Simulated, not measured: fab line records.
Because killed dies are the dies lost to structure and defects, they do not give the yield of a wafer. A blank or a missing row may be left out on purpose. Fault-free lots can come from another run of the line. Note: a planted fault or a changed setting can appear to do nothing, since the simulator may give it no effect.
Problem report in the 8D (eight disciplines) form, filled by code | flow n5_finfet | the parts of the form that need people (team, actions taken, sign-off) are left out

1. THE PROBLEM
At N5_BEOL_M8_COAT_59, spin_speed_rpm averages 1704.5 rpm over 6 wafers from 2 lots, while fault-free wafers read 1500.0 rpm, standard deviation 0.86. That is +99 or more standard deviations from the usual mean.
The step: time 60 s, resist thk 100 nm.
First seen on wafer L470.1, day 11 20:47, on litho_track-02. At this step, 12 wafers from 4 lots have a number in the record. By rule, "out" or "out of limits" means more than 4 standard deviations away from the usual mean. The other wafers with a number count as sound.

2. WHAT IT IS, AND WHAT IT ISN'T
question                    | is                     | is not
which readings at this step | spin_speed_rpm         | chill_plate_temp_C
which lots                  | L470, L476             | L464, L478
which wafers of those lots  | all that have a number | -
read on which tools         | litho_track-02         | litho_track-03
when                        | from day 11 20:47      | up to then (3 sound wafers); but 3 sound wafers of L478 came after

3. THE SUSPECTS, EACH WITH WHAT RULES IT OUT
Counting: a tool at any process step up to the reading remains a suspect when it ran all the lots that are out and ran no sound lot after the first of those.
- litho_track-02 at N5_BEOL_M8_COAT_59 (time 60 s, resist thk 100 nm): kept. It processed each lot that is out, first L470 at day 11 20:47, and no sound lot thereafter; up to then, the last sound lot it processed was L464 at day 9 22:33. Its own readings are out on those wafers: spin_speed_rpm.
Remaining after the count: litho_track-02 at N5_BEOL_M8_COAT_59.

4. THE CAUSE (what the simulator had put in)
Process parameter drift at N5_BEOL_M8_COAT_59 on litho_track-02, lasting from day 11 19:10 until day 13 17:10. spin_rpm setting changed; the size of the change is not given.
Only this tool survived the counting.

5. THE CHAIN OF EFFECTS, in route order
Each row: a reading where the mean over the struck wafers with a number is more than 3 standard deviations away from the usual. Only readings for which the record gives a usual standard deviation are gone through. hours: the time from each lot's start at the first step in this table that gives one to its start at this step, as a median over the lots. sigmas: the change in usual standard deviations.
hours | step               | reading        | usual      | on struck wafers | change | sigmas
0     | N5_BEOL_M8_COAT_59 | spin_speed_rpm | 1500.0 rpm | 1704.5           | +204.5 | +99 or more
Here are the process steps it includes:
- N5_BEOL_M8_COAT_59: time 60 s, resist thk 100 nm.

6. WHAT WOULD HAVE CAUGHT IT SOONER
The fault began at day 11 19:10; the first out-of-limits reading in this record came at day 11 20:47, 2 hours later.
